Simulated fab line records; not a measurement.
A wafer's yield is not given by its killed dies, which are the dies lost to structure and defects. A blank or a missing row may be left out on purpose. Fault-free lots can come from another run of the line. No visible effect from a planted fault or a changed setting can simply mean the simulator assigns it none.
Chamber matching	flow n5_finfet	N5_BEOL_M0_SAQP_PECVD_04 on pecvd-01: 3 sister chambers
The step deposits a-Si from SiH4/He, target thk 60 nm, time 60.2 s. 3 wafers are shown with their chamber, then 8 later ones without.

EACH WAFER AND ITS CHAMBER
wafer	chamber	showerhead_vpp_V (V)
L085.3	0	694
L085.6	2	603
L086.1	1	602

WAFERS MISSING THEIR CHAMBER
wafer	showerhead_vpp_V (V)
L086.2	602
L086.5	603
L087.2	590
L087.4	603
L087.6	679
L093.3	693
L093.4	607
L093.5	589

WHICH CHAMBER EACH ONE RAN IN
wafer	from the rows above	in truth
L086.2	can't be placed: 1 or 2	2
L086.5	can't be placed: 2 or 1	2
L087.2	can't be placed: 1 or 2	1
L087.4	can't be placed: 2 or 1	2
L087.6	0	0
L093.3	0	0
L093.4	can't be placed: 2 or 1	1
L093.5	can't be placed: 1 or 2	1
Correct placement for 2 of the 8. These rows do not allow placing 6 (true chamber among the candidates in 6). Wrongly placed: 0.
How it was worked out, from the rows above alone: a wafer's distance from a chamber is the root of the sum, over the readings, of the square of ((its reading less the chamber's mean) divided by the reading's scatter). If the next closest chamber is less than 2 further off than the closest, the wafer can't be placed; otherwise it belongs to the closest. A chamber's mean is the mean of its shown wafers. The scatter: with one shown wafer a chamber, the root of the mean of the squares of how far each hidden wafer lies from its nearest shown one.
